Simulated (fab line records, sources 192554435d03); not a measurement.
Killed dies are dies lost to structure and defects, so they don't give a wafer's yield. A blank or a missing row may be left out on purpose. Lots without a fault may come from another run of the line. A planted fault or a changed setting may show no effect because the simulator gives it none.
fab line records | flow n5_finfet
record lots=24 wafers=72 last_day=17
route steps=1938 shown ZERO_LAYER@4 WELL_APT@43 FIN_SAQP@115
lots that met no fault: from a run of the same line without faults
start_h: hours from the record's first day to the start of the lot's first wafer shown | wait_h: hours since the lot's step before | " the same as in the row above | L1.1+2: a row that stands for several wafers | - no value, or no start given | * or withheld: withheld | < > ~ a bound
route shown NAME@n: a module of which the file shows steps, and the number in the route of the first | usual: mean/standard deviation of fault-free wafers | same: alike in all rows | chamber/n: place in a boat | sites: the reading at each site | _std_site: their standard deviation | _edge_site: outer sites' mean less inner sites' | radius_mm: how far each site lies from the wafer's centre | mask NAME#n: copy n | behind: the tool/chamber that last shaped the wafer | hold: why the lot was held/for how many hours/how that ended | device: the transistor (n, p or np) that didn't switch | end of line: the same wafers' tests at the end of the route | a step without rows: its recipe alone | killed: dies lost to structure and defects at the first sort, not the wafer's yield | map: a wafer's dies, x killed, . not, _ none there
set.NAME: the setting as run; set.NAME@STEP: as run at that earlier step | model.NAME: the simulator's own value behind a step, which no gauge read
steps of the route over a sample of lots; a table a step, a row a wafer
services: from which hour (start_h, from the record's first day; less than 0 if before it) a tool's chamber was out of use, for how many hours, and why
## steps
# step N5_ZERO_LAYER_PECVD_02
# recipe material=SiO2 target_thk_a=100 temp_c=400 precursor=SiH4/N2O pressure_torr=0.75 rf_w=275 time_s=6
# usual heater_power_w=782/120 showerhead_plenum_p_Torr=8.11/0.082
# same time_s=6
# columns lot.wafer tool chamber start_h wait_h heater_power_w showerhead_plenum_p_Torr
L074.4 pecvd-04 1 12.33 0.1 939 7.99
L074.5 " 0 " " 740 8.21
L074.6 " 2 " " 746 8.13
L075.2 pecvd-03 1 18.30 0.0 593 8.29
L075.3 " 2 " " 927 8.08
L075.4 " 0 " " 713 8.09
L076.1 pecvd-04 0 24.28 0.0 788 8.17
L076.3 " 2 " " 673 8.14
L076.4 " 2 " " 663 8.13
L077.2 pecvd-04 0 30.28 0.0 781 8.16
L077.4 " 2 " " 668 8.12
L077.5 " 0 " " 783 8.21
L078.1 pecvd-02 1 36.28 0.0 694 8.12
L078.2 " 0 " " 923 8.11
L078.4 " 0 " " 946 8.11
L079.2 pecvd-04 0 42.28 0.0 739 8.18
L079.3 " 2 " " 729 8.13
L079.5 " 1 " " 942 8.01
L080.1 pecvd-03 2 48.30 0.0 920 8.08
L080.5 " 2 " " 924 8.08
L080.6 " 1 " " 638 8.27
L081.2 pecvd-04 1 54.28 0.0 972 8.02
L081.3 " 0 " " 777 8.18
L081.5 " 1 " " 966 8.00
L082.1 pecvd-02 2 60.31 0.0 831 7.93
L082.4 " 2 " " 818 7.92
L082.6 " 0 " " 831 8.13
L083.1 pecvd-04 1 66.28 0.0 968 8.01
L083.2 " 0 " " 729 8.19
L083.5 " 1 " " 986 8.01
L084.1 pecvd-02 0 72.30 0.0 891 8.12
L084.2 " 2 " " 904 7.93
L084.4 " 0 " " 907 8.14
L085.2 pecvd-04 0 78.30 0.0 797 8.19
L085.5 " 1 " " 856 8.00
L085.6 " 0 " " 808 8.20
L086.1 pecvd-03 1 84.29 0.0 568 8.25
L086.3 " 0 " " 668 8.09
L086.4 " 2 " " 901 8.08
L087.3 pecvd-04 2 90.31 0.0 709 8.10
L087.4 " 2 " " 719 8.11
L087.6 " 0 " " 740 8.20
L088.3 pecvd-02 1 96.32 0.1 685 8.13
L088.5 " 0 " " 917 8.10
L088.6 " 1 " " 686 8.15
L089.4 pecvd-04 1 102.31 0.1 991 7.99
L089.5 " 0 " " 721 8.20
L089.6 " 2 " " 743 8.11
L090.3 pecvd-03 0 108.30 0.0 622 8.10
L090.5 " 2 " " 885 8.10
L090.6 " 1 " " 585 8.26
L091.1 pecvd-04 2 114.29 0.0 747 8.12
L091.4 " 0 " " 790 8.20
L091.5 " 1 " " 863 8.01
L092.1 pecvd-04 1 120.30 0.0 1002 8.01
L092.3 " 2 " " 653 8.13
L092.6 " 2 " " 657 8.12
L093.2 pecvd-03 0 126.30 0.0 619 8.09
L093.4 " 0 " " 607 8.09
L093.6 " 2 " " 938 8.08
L094.1 pecvd-02 2 132.30 0.0 853 7.94
L094.2 " 0 " " 929 8.09
L094.6 " 1 " " 808 8.12
L095.1 pecvd-02 0 138.28 0.0 960 8.11
L095.5 " 0 " " 954 8.14
L095.6 " 1 " " 800 8.13
L096.1 pecvd-03 2 144.28 0.0 770 8.07
L096.2 " 0 " " 710 8.11
L096.6 " 0 " " 707 8.09
L097.1 pecvd-03 1 150.28 0.0 569 8.27
L097.3 " 0 " " 717 8.11
L097.5 " 2 " " 867 8.08
# step N5_WELL_APT_CD_MEAS_25
# recipe target_cd_nm=200 landing_energy_ev=500 detector=se_inlens
# usual cd_nm=200.8/2
# columns lot.wafer tool chamber start_h wait_h cd_nm
L074.4 cd_sem-01 0 15.12 - 202.7
L074.5 " 0 " " 201.8
L074.6 " 0 " " 198.1
L075.2 cd_sem-01 0 21.20 - 200.2
L075.3 " 0 " " 198.4
L075.4 " 0 " " 200.0
L076.1 cd_sem-01 0 27.04 - 196.9
L076.3 " 0 " " 200.0
L076.4 " 0 " " 201.5
L077.2 cd_sem-02 0 33.40 - 201.2
L077.4 " 0 " " 201.7
L077.5 " 0 " " 196.6
L078.1 cd_sem-02 0 39.28 - 203.5
L078.2 " 0 " " 203.1
L078.4 " 0 " " 201.3
L079.2 cd_sem-03 0 44.79 - 199.2
L079.3 " 0 " " 200.1
L079.5 " 0 " " 202.6
L080.1 cd_sem-02 0 50.84 - 198.6
L080.5 " 0 " " 200.9
L080.6 " 0 " " 198.6
L081.2 cd_sem-01 0 56.99 - 203.9
L081.3 " 0 " " 203.2
L081.5 " 0 " " 203.2
L082.1 cd_sem-03 0 63.18 - 199.4
L082.4 " 0 " " 197.6
L082.6 " 0 " " 197.9
L083.1 cd_sem-01 0 68.83 - 198.5
L083.2 " 0 " " 201.3
L083.5 " 0 " " 199.1
L084.1 cd_sem-02 0 75.24 - 202.8
L084.2 " 0 " " 199.1
L084.4 " 0 " " 200.2
L085.2 cd_sem-03 0 81.33 - 197.7
L085.5 " 0 " " 201.4
L085.6 " 0 " " 199.4
L086.1 cd_sem-02 0 87.35 - 195.5
L086.3 " 0 " " 197.3
L086.4 " 0 " " 201.0
L087.3 cd_sem-02 0 93.33 - 199.9
L087.4 " 0 " " 200.4
L087.6 " 0 " " 200.9
L088.3 cd_sem-01 0 99.11 - 199.1
L088.5 " 0 " " 201.0
L088.6 " 0 " " 199.0
L089.4 cd_sem-02 0 104.93 - 198.0
L089.5 " 0 " " 200.5
L089.6 " 0 " " 201.1
L090.3 cd_sem-01 0 111.67 - 201.8
L090.5 " 0 " " 204.6
L090.6 " 0 " " 203.0
L091.1 cd_sem-02 0 117.14 - 206.4
L091.4 " 0 " " 202.4
L091.5 " 0 " " 203.5
L092.1 cd_sem-02 0 123.87 - 202.2
L092.3 " 0 " " 199.3
L092.6 " 0 " " 203.8
L093.2 cd_sem-03 0 129.92 - 203.4
L093.4 " 0 " " 203.1
L093.6 " 0 " " 203.5
L094.1 cd_sem-01 0 135.28 - 199.6
L094.2 " 0 " " 200.4
L094.6 " 0 " " 200.5
L095.1 cd_sem-01 0 140.85 - 202.6
L095.5 " 0 " " 198.8
L095.6 " 0 " " 201.8
L096.1 cd_sem-03 0 147.08 - 202.8
L096.2 " 0 " " 199.9
L096.6 " 0 " " 199.8
L097.1 cd_sem-03 0 153.16 - 205.2
L097.3 " 0 " " 202.7
L097.5 " 0 " " 203.4
# step N5_WELL_APT_RTA_34
# recipe temp_c=1000 time_s=10 ambient=N2 idle_temp_c=600 ramp_up_c_per_s=150 ramp_down_c_per_s=60 cool_to_c=600
# usual lamp_power_pct=13.01/0.055 lamp_zone_5_pct=12.994/0.026 lamp_zone_6_pct=12.924/0.027 wafer_temp_C_max=1003.5/0.96
# same time_s=10
# columns lot.wafer tool chamber start_h wait_h lamp_power_pct lamp_zone_5_pct lamp_zone_6_pct wafer_temp_C_max
L074.4 rtp_anneal-01 0 16.23 0.3 13.05 12.970 12.917 1004.9
L074.5 " 0 " " 13.04 12.981 12.935 1005.7
L074.6 " 0 " " 13.01 13.035 12.941 1004.2
L075.2 rtp_anneal-02 0 22.46 0.0 13.02 12.974 12.925 1002.9
L075.3 " 0 " " 13.07 12.986 12.984 1002.6
L075.4 " 0 " " 12.95 12.942 12.899 1004.9
L076.1 rtp_anneal-02 0 27.89 0.0 12.92 12.992 12.914 1003.0
L076.3 " 0 " " 12.93 13.034 12.881 1003.5
L076.4 " 0 " " 13.10 12.920 12.961 1003.4
L077.2 rtp_anneal-02 0 34.54 0.2 13.07 13.016 12.918 1003.5
L077.4 " 0 " " 12.96 12.978 12.850 1003.1
L077.5 " 0 " " 12.93 12.960 13.000 1002.7
L078.1 rtp_anneal-02 0 40.43 0.2 12.98 12.991 12.909 1004.6
L078.2 " 0 " " 13.01 13.006 12.944 1003.1
L078.4 " 0 " " 12.96 12.953 12.942 1005.1
L079.2 rtp_anneal-02 0 45.85 0.2 13.07 13.004 12.931 1004.5
L079.3 " 0 " " 12.93 12.982 12.855 1002.6
L079.5 " 0 " " 13.03 12.965 12.936 1002.0
L080.1 rtp_anneal-02 0 51.83 0.2 13.14 13.014 12.918 1003.0
L080.5 " 0 " " 12.92 12.989 12.980 1002.8
L080.6 " 0 " " 13.04 13.024 12.905 1003.0
L081.2 rtp_anneal-02 0 58.46 0.0 13.01 13.042 12.917 1005.6
L081.3 " 0 " " 12.96 12.989 12.901 1004.0
L081.5 " 0 " " 13.01 13.003 12.904 1004.4
L082.1 rtp_anneal-02 0 64.30 0.3 13.01 13.006 12.954 1004.2
L082.4 " 0 " " 13.01 12.998 12.935 1004.8
L082.6 " 0 " " 12.91 13.037 12.877 1005.9
L083.1 rtp_anneal-02 0 70.81 0.2 12.87 12.958 12.930 1002.6
L083.2 " 0 " " 13.04 13.000 12.950 1002.4
L083.5 " 0 " " 12.96 12.963 12.919 1005.6
L084.1 rtp_anneal-02 0 76.27 0.2 13.04 13.028 12.946 1003.1
L084.2 " 0 " " 12.96 13.002 12.941 1002.9
L084.4 " 0 " " 12.94 13.006 12.903 1004.6
L085.2 rtp_anneal-01 0 82.50 0.1 13.06 12.986 12.916 1003.4
L085.5 " 0 " " 12.97 13.055 12.916 1003.1
L085.6 " 0 " " 12.94 12.969 12.972 1003.9
L086.1 rtp_anneal-01 0 88.80 0.2 13.07 12.992 12.882 1004.6
L086.3 " 0 " " 13.06 12.978 12.926 1003.3
L086.4 " 0 " " 13.07 13.038 12.941 1004.0
L087.3 rtp_anneal-02 0 94.30 0.1 12.96 12.973 12.939 1002.5
L087.4 " 0 " " 13.00 13.021 13.000 1001.6
L087.6 " 0 " " 12.98 12.988 12.949 1002.1
L088.3 rtp_anneal-01 0 100.00 0.1 13.07 12.951 12.899 1003.5
L088.5 " 0 " " 13.02 13.019 12.958 1003.7
L088.6 " 0 " " 12.97 12.998 12.962 1002.4
L089.4 rtp_anneal-02 0 106.04 0.1 12.99 13.026 12.907 1003.4
L089.5 " 0 " " 13.08 13.015 12.929 1005.3
L089.6 " 0 " " 13.02 12.952 12.929 1001.6
L090.3 rtp_anneal-02 0 113.40 0.1 12.99 12.983 12.902 1003.7
L090.5 " 0 " " 13.01 12.999 12.929 1003.2
L090.6 " 0 " " 12.97 13.000 12.916 1003.5
L091.1 rtp_anneal-02 0 118.28 0.2 13.05 13.011 12.925 1003.3
L091.4 " 0 " " 13.05 12.944 12.895 1003.3
L091.5 " 0 " " 12.90 12.997 12.891 1003.7
L092.1 rtp_anneal-01 0 126.53 0.0 13.01 12.987 12.891 1003.2
L092.3 " 0 " " 13.01 13.006 12.931 1004.9
L092.6 " 0 " " 13.01 12.995 12.910 1004.2
L093.2 rtp_anneal-01 0 131.95 0.1 13.08 13.001 12.952 1004.9
L093.4 " 0 " " 13.01 13.003 12.923 1004.6
L093.6 " 0 " " 13.02 12.943 12.939 1003.6
L094.1 rtp_anneal-02 0 136.13 0.0 12.90 12.991 12.929 1003.6
L094.2 " 0 " " 13.01 13.038 12.911 1004.1
L094.6 " 0 " " 12.97 13.009 12.911 1003.6
L095.1 rtp_anneal-01 0 141.70 0.0 13.03 12.975 12.937 1003.6
L095.5 " 0 " " 13.10 12.994 12.944 1005.1
L095.6 " 0 " " 13.02 13.026 12.914 1003.2
L096.1 rtp_anneal-02 0 148.02 0.1 12.92 13.021 12.907 1002.6
L096.2 " 0 " " 13.00 12.970 12.960 1003.5
L096.6 " 0 " " 12.93 13.007 12.909 1003.1
L097.1 rtp_anneal-01 0 154.13 0.0 13.02 13.000 12.898 1002.3
L097.3 " 0 " " 13.08 13.049 12.903 1004.3
L097.5 " 0 " " 13.10 12.977 12.908 1004.1
# step N5_FIN_SAQP_ETCH_51
# recipe chemistry=CF4 target=SiARC target_depth_a=455 mask_material=CAR-ArF time_s=75.8 ion_energy_ev=80 pressure_mtorr=40 source_w=545 bias_w=36 Ar_flow_sccm=100 cf4_flow_sccm=100 ends=cleared
# usual bias_w=36.01/0.12 drypump_motor_current_A=5.7/0.54 etch_rf_on_time_s=75.1/1.4 oes_product_au=0.71/0.076 rf_vpp_V=184.2/1.3 showerhead_plenum_p_Torr=2.15/0.078 throttle_valve_pct=15.57/0.22
# columns lot.wafer tool chamber start_h wait_h bias_w drypump_motor_current_A etch_rf_on_time_s oes_product_au rf_hours_counter_h rf_vpp_V showerhead_plenum_p_Torr throttle_valve_pct
L074.4 rie_diel-02 3 23.86 0.0 35.97 4.7 74.8 0.81 11 184.3 2.10 15.58
L074.5 " 2 " " 35.79 5.7 73.5 0.79 - 185.0 2.26 15.26
L074.6 " 1 " " 35.94 5.6 73.6 0.86 - 184.7 2.20 15.25
L075.2 rie_diel-02 0 28.57 0.0 36.12 5.8 73.5 0.62 242 184.1 2.20 15.66
L075.3 " 1 " " 36.06 5.6 74.1 0.83 2 185.1 2.20 15.27
L075.4 " 2 " " 35.93 5.8 74.3 0.78 22 183.7 2.26 15.27
L076.1 rie_diel-02 1 34.66 0.0 35.86 5.6 73.8 0.83 4 184.3 2.19 15.26
L076.3 " 0 " " 35.85 5.8 73.1 0.62 244 183.3 2.20 15.68
L076.4 " 2 " " 36.12 5.7 74.4 0.77 24 186.7 2.26 15.28
L077.2 rie_diel-06 3 41.82 0.0 36.02 5.1 74.8 0.80 11 186.3 2.26 15.37
L077.4 " 0 " " 36.13 5.3 77.6 0.59 - 182.7 2.02 15.90
L077.5 " 1 " " 35.90 6.7 77.2 0.72 - 183.3 2.08 15.57
L078.1 rie_diel-06 0 49.47 0.0 36.21 5.3 77.8 0.58 250 181.3 2.02 15.89
L078.2 " 3 " " 35.87 5.1 74.6 0.80 15 185.7 2.26 15.39
L078.4 " 0 " " 36.10 5.3 78.2 0.58 - 182.5 2.02 15.92
L079.2 rie_diel-01 0 51.86 0.0 36.11 6.1 72.4 0.66 172 183.0 2.06 15.82
L079.3 " 1 " " 36.00 5.3 75.9 0.63 162 184.5 2.15 15.72
L079.5 " 1 " " 35.91 5.3 75.9 0.63 - 184.0 2.15 15.72
L080.1 rie_diel-01 0 58.38 0.0 35.81 6.1 73.3 0.66 174 181.3 2.06 15.81
L080.5 " 0 " " 35.93 6.1 73.7 0.65 - 183.1 2.06 15.82
L080.6 " 3 " " 35.96 5.7 76.8 0.57 - 184.5 2.10 16.01
L081.2 rie_diel-06 3 65.07 0.0 36.00 5.1 74.0 0.80 20 186.5 2.26 15.39
L081.3 " 2 " " 35.95 5.4 74.3 0.83 4 185.1 2.27 15.50
L081.5 " 1 " " 36.00 6.7 76.1 0.71 - 183.2 2.07 15.58
L082.1 rie_diel-06 2 70.76 0.0 36.01 5.5 74.6 0.83 6 186.3 2.27 15.52
L082.4 " 2 " " 36.12 5.4 74.1 0.82 - 186.1 2.27 15.51
L082.6 " 1 " " 35.97 6.6 76.3 0.71 - 182.9 2.07 15.59
L083.1 rie_diel-01 1 77.75 0.0 36.01 5.3 75.9 0.62 172 183.0 2.14 15.74
L083.2 " 2 " " 35.88 6.4 74.4 0.63 216 182.6 2.12 15.78
L083.5 " 0 " " 35.96 6.1 72.8 0.65 - 182.6 2.06 15.84
L084.1 rie_diel-01 2 83.33 0.0 35.94 6.4 74.9 0.62 219 182.8 2.12 15.78
L084.2 " 0 " " 36.12 6.1 73.6 0.65 185 182.6 2.06 15.85
L084.4 " 1 " " 35.97 5.3 77.1 0.62 - 183.6 2.14 15.75
L085.2 rie_diel-02 0 91.73 0.0 36.14 5.8 74.9 0.80 9 185.7 2.20 15.25
L085.5 " 0 " " 36.10 5.8 75.0 0.80 - 183.4 2.19 15.23
L085.6 " 3 " " 36.06 4.8 77.2 0.74 - 183.3 2.09 15.61
L086.1 rie_diel-02 3 95.09 0.0 35.94 4.7 75.9 0.74 39 184.5 2.09 15.62
L086.3 " 1 " " 35.94 5.6 72.6 0.77 28 184.6 2.19 15.31
L086.4 " 1 " " 36.00 5.6 72.3 0.78 - 182.9 2.19 15.31
L087.3 rie_diel-06 3 100.95 0.0 35.94 5.1 74.6 0.76 34 186.8 2.25 15.42
L087.4 " 1 " " 36.05 6.6 77.5 0.70 90 184.0 2.07 15.60
L087.6 " 1 " " 35.85 6.7 77.6 0.69 - 184.0 2.07 15.61
L088.3 rie_diel-02 1 107.21 0.0 35.77 5.6 73.3 0.77 34 187.0 2.18 15.35
L088.5 " 3 " " 35.91 4.7 76.1 0.74 - 181.9 2.09 15.64
L088.6 " 2 " " 35.92 5.7 75.1 0.73 - 184.9 2.25 15.34
L089.4 rie_diel-02 0 113.67 0.0 35.96 5.8 75.0 0.78 17 184.3 2.19 15.22
L089.5 " 2 " " 36.04 5.7 74.7 0.73 - 186.4 2.25 15.34
L089.6 " 1 " " 36.03 5.6 72.9 0.76 - 184.4 2.18 15.32
L090.3 rie_diel-02 2 119.81 0.0 35.99 5.8 74.8 0.72 58 183.9 2.25 15.34
L090.5 " 0 " " 35.91 5.8 74.5 0.78 - 185.5 2.19 15.26
L090.6 " 3 " " 35.94 4.7 75.8 0.73 - 184.3 2.09 15.64
L091.1 rie_diel-01 1 125.53 0.0 35.76 5.3 75.5 0.61 194 184.1 2.14 15.78
L091.4 " 3 " " 36.22 5.7 76.0 0.77 15 182.8 2.09 15.49
L091.5 " 3 " " 36.32 5.7 76.8 0.77 - 184.4 2.09 15.50
L092.1 rie_diel-01 1 133.63 0.0 36.10 5.3 76.7 0.61 198 183.8 2.13 15.79
L092.3 " 3 " " 36.01 5.7 77.1 0.76 19 183.4 2.09 15.49
L092.6 " 0 " " 36.17 6.1 74.1 0.63 - 182.8 2.05 15.89
L093.2 rie_diel-01 1 138.12 0.0 36.13 5.3 76.4 0.60 200 184.1 2.13 15.79
L093.4 " 0 " " 36.02 6.1 73.8 0.63 210 183.6 2.05 15.88
L093.6 " 2 " " 36.17 6.3 75.5 0.61 - 183.1 2.11 15.85
L094.1 rie_diel-06 0 141.72 0.0 36.19 5.3 75.8 0.79 6 187.2 2.27 15.42
L094.2 " 3 " " 36.08 5.1 75.3 0.76 38 185.5 2.25 15.44
L094.6 " 2 " " 36.06 5.4 76.0 0.77 - 186.7 2.26 15.55
L095.1 rie_diel-02 3 147.32 0.0 35.92 4.8 75.9 0.71 61 184.3 2.08 15.68
L095.5 " 1 " " 36.19 5.6 74.6 0.73 - 183.7 2.18 15.36
L095.6 " 3 " " 35.91 4.7 76.2 0.72 - 183.9 2.08 15.66
L096.1 rie_diel-02 0 154.11 0.0 35.93 5.8 74.3 0.74 33 185.0 2.19 15.29
L096.2 " 2 " " 35.89 5.7 74.4 0.71 73 185.2 2.24 15.39
L096.6 " 2 " " 36.06 5.8 73.9 0.71 - 185.1 2.24 15.39
L097.1 rie_diel-06 2 159.84 0.0 35.80 5.5 75.3 0.77 28 184.0 2.26 15.54
L097.3 " 3 " " 35.94 5.1 74.3 0.75 46 184.5 2.25 15.45
L097.5 " 2 " " 35.83 5.5 74.8 0.76 - 185.6 2.26 15.55
# step N5_FIN_SAQP_RECESS_75
# recipe chemistry=HF/NH3 target=SiO2 target_depth_a=144 afs_cycles=3 temp_c=30 sublimation_temp_c=180 sublimation_time_s=60
# usual drypump_motor_current_A=5.7/0.39 sublimation_temp_c=180.01/0.16
# columns lot.wafer tool chamber start_h wait_h drypump_motor_current_A sublimation_temp_c
L074.4 vapor_etch-02 0 24.76 0.1 5.4 180.13
L074.5 " 0 " " 5.4 180.02
L074.6 " 1 " " 6.3 179.96
L075.2 vapor_etch-02 0 29.25 0.0 5.4 180.22
L075.3 " 1 " " 6.3 180.06
L075.4 " 0 " " 5.4 180.07
L076.1 vapor_etch-01 0 35.56 0.0 5.6 180.12
L076.3 " 0 " " 5.6 180.47
L076.4 " 1 " " 5.3 179.88
L077.2 vapor_etch-02 1 42.79 0.3 6.3 180.19
L077.4 " 0 " " 5.4 179.79
L077.5 " 1 " " 6.3 180.12
L078.1 vapor_etch-01 1 50.14 0.0 5.3 179.77
L078.2 " 0 " " 5.6 179.88
L078.4 " 0 " " 5.6 180.17
L079.2 vapor_etch-01 1 52.94 0.0 5.3 180.08
L079.3 " 0 " " 5.6 180.22
L079.5 " 0 " " 5.6 180.03
L080.1 vapor_etch-02 1 59.07 0.0 6.3 180.08
L080.5 " 1 " " 6.3 180.13
L080.6 " 0 " " 5.4 179.87
L081.2 vapor_etch-02 0 65.74 0.0 5.4 179.86
L081.3 " 1 " " 6.3 180.00
L081.5 " 1 " " 6.3 179.99
L082.1 vapor_etch-02 0 72.51 0.8 5.4 180.19
L082.4 " 0 " " 5.4 180.04
L082.6 " 0 " " 5.5 180.05
L083.1 vapor_etch-02 0 79.05 0.7 5.4 180.12
L083.2 " 1 " " 6.3 180.22
L083.5 " 0 " " 5.4 179.92
L084.1 vapor_etch-02 1 85.04 0.9 6.3 179.95
L084.2 " 0 " " 5.4 179.97
L084.4 " 1 " " 6.3 179.93
L085.2 vapor_etch-01 0 92.45 0.0 5.6 180.15
L085.5 " 0 " " 5.6 179.96
L085.6 " 1 " " 5.3 180.17
L086.1 vapor_etch-01 1 95.79 0.0 5.3 180.09
L086.3 " 0 " " 5.6 179.84
L086.4 " 1 " " 5.3 179.88
L087.3 vapor_etch-01 1 101.86 0.1 5.3 180.21
L087.4 " 0 " " 5.6 180.11
L087.6 " 0 " " 5.6 180.10
L088.3 vapor_etch-01 1 108.04 0.1 5.3 180.01
L088.5 " 1 " " 5.3 180.14
L088.6 " 0 " " 5.6 180.14
L089.4 vapor_etch-01 0 114.68 0.1 5.6 179.86
L089.5 " 0 " " 5.6 179.60
L089.6 " 1 " " 5.3 180.01
L090.3 vapor_etch-02 1 120.77 0.1 6.3 180.05
L090.5 " 1 " " 6.3 179.93
L090.6 " 0 " " 5.4 179.98
L091.1 vapor_etch-01 1 126.39 0.0 5.3 179.88
L091.4 " 0 " " 5.6 180.01
L091.5 " 0 " " 5.6 179.71
L092.1 vapor_etch-02 0 134.33 0.0 5.4 179.94
L092.3 " 1 " " 6.3 179.81
L092.6 " 1 " " 6.3 180.00
L093.2 vapor_etch-01 1 138.79 0.0 5.3 179.90
L093.4 " 1 " " 5.3 179.86
L093.6 " 0 " " 5.6 179.79
L094.1 vapor_etch-02 0 142.39 0.0 5.4 180.03
L094.2 " 1 " " 6.3 180.35
L094.6 " 0 " " 5.4 180.03
L095.1 vapor_etch-02 1 148.32 0.0 6.3 179.93
L095.5 " 1 " " 6.3 179.86
L095.6 " 0 " " 5.5 180.09
L096.1 vapor_etch-01 1 154.82 0.0 5.3 179.97
L096.2 " 0 " " 5.6 180.14
L096.6 " 1 " " 5.3 180.01
L097.1 vapor_etch-01 0 160.73 0.0 5.6 179.68
L097.3 " 1 " " 5.3 180.07
L097.5 " 0 " " 5.6 179.74
# step N5_FIN_SAQP_RECESS_63
# recipe chemistry=HF/NH3 target=SiO2 target_depth_a=180 afs_cycles=3 temp_c=30 sublimation_temp_c=180 sublimation_time_s=60
# usual drypump_motor_current_A=5.6/0.38 sublimation_temp_c=180.00/0.15
# columns lot.wafer tool chamber start_h wait_h drypump_motor_current_A sublimation_temp_c
L074.4 vapor_etch-01 1 26.66 0.2 5.3 179.97
L074.5 " 1 " " 5.3 179.73
L074.6 " 0 " " 5.5 179.96
L075.2 vapor_etch-02 1 30.98 0.1 6.3 179.90
L075.3 " 0 " " 5.4 180.08
L075.4 " 1 " " 6.3 180.07
L076.1 vapor_etch-01 1 37.12 0.1 5.3 179.87
L076.3 " 0 " " 5.6 180.03
L076.4 " 1 " " 5.3 179.96
L077.2 vapor_etch-02 0 44.52 0.1 5.4 179.88
L077.4 " 1 " " 6.3 180.19
L077.5 " 0 " " 5.4 180.06
L078.1 vapor_etch-01 0 51.73 0.1 5.6 179.97
L078.2 " 1 " " 5.3 180.26
L078.4 " 1 " " 5.3 180.10
L079.2 vapor_etch-01 0 55.88 0.1 5.6 179.92
L079.3 " 0 " " 5.5 180.02
L079.5 " 0 " " 5.6 180.22
L080.1 vapor_etch-02 0 61.05 0.1 5.4 179.99
L080.5 " 0 " " 5.4 180.11
L080.6 " 1 " " 6.3 180.03
L081.2 vapor_etch-02 0 67.33 0.1 5.5 179.94
L081.3 " 0 " " 5.4 180.18
L081.5 " 0 " " 5.5 180.04
L082.1 vapor_etch-02 0 74.08 0.1 5.4 180.20
L082.4 " 1 " " 6.3 180.00
L082.6 " 0 " " 5.4 180.14
L083.1 vapor_etch-02 1 80.62 0.1 6.3 180.04
L083.2 " 0 " " 5.4 179.94
L083.5 " 1 " " 6.3 179.80
L084.1 vapor_etch-01 0 86.90 0.1 5.6 179.85
L084.2 " 1 " " 5.3 179.98
L084.4 " 0 " " 5.6 179.68
L085.2 vapor_etch-01 1 94.15 0.1 5.3 180.10
L085.5 " 1 " " 5.3 179.89
L085.6 " 0 " " 5.6 179.75
L086.1 vapor_etch-01 1 99.66 0.1 5.3 180.24
L086.3 " 1 " " 5.3 180.15
L086.4 " 0 " " 5.6 180.07
L087.3 vapor_etch-02 1 103.60 0.2 6.3 179.97
L087.4 " 0 " " 5.4 180.12
L087.6 " 0 " " 5.4 180.00
L088.3 vapor_etch-02 1 109.85 0.2 6.3 179.93
L088.5 " 1 " " 6.3 179.98
L088.6 " 0 " " 5.4 179.90
L089.4 vapor_etch-01 1 116.90 0.2 5.3 179.88
L089.5 " 1 " " 5.3 180.01
L089.6 " 0 " " 5.6 179.94
L090.3 vapor_etch-01 0 122.78 0.4 5.5 180.28
L090.5 " 0 " " 5.6 180.26
L090.6 " 1 " " 5.3 180.03
L091.1 vapor_etch-02 1 128.94 0.1 6.3 180.08
L091.4 " 0 " " 5.4 180.12
L091.5 " 1 " " 6.3 180.25
L092.1 vapor_etch-02 1 135.89 0.1 6.3 179.80
L092.3 " 1 " " 6.3 179.84
L092.6 " 0 " " 5.4 179.79
L093.2 vapor_etch-02 0 140.51 0.1 5.4 180.04
L093.4 " 1 " " 6.3 179.92
L093.6 " 0 " " 5.4 180.11
L094.1 vapor_etch-01 1 144.12 0.1 5.3 180.12
L094.2 " 0 " " 5.6 180.03
L094.6 " 1 " " 5.3 179.84
L095.1 vapor_etch-01 0 150.16 0.1 5.6 179.93
L095.5 " 0 " " 5.6 179.75
L095.6 " 1 " " 5.3 180.12
L096.1 vapor_etch-01 0 156.40 0.1 5.6 180.13
L096.2 " 1 " " 5.3 179.94
L096.6 " 0 " " 5.6 180.11
L097.1 vapor_etch-01 0 162.30 0.1 5.6 179.86
L097.3 " 0 " " 5.5 179.97
L097.5 " 1 " " 5.3 179.79
## services
# columns tool chamber start_h hours kind
rie_diel-02 1 -3.48 2.6 repair
rie_diel-02 1 -0.32 - clean
rie_diel-02 1 -0.32 - consumable_replace:focus_ring
rie_diel-02 1 -0.32 23.1 scheduled_down
vapor_etch-01 1 13.63 3.1 repair
rtp_anneal-01 - 23.89 57.7 pm
rie_diel-01 0 40.40 11.1 repair
pecvd-02 - 41.20 1.9 repair
pecvd-03 - 57.00 6.0 pm
rie_diel-01 3 59.68 14.2 repair
pecvd-03 - 63.00 2.8 pm
rie_diel-01 - 68.27 2.8 pm
rie_diel-02 1 68.50 2.2 repair
rie_diel-06 0 68.51 6.8 repair
vapor_etch-01 - 70.15 14.6 pm
rie_diel-06 2 83.58 4.7 repair
rie_diel-02 2 92.12 3.4 repair
pecvd-02 2 96.05 17.3 repair
rie_diel-06 - 104.51 28.1 pm
pecvd-04 - 109.34 1.7 repair
pecvd-02 - 123.70 1.1 repair
pecvd-04 - 131.26 6.0 pm
pecvd-02 2 135.92 18.3 repair
rie_diel-02 0 145.20 4.2 repair
## key
fault none
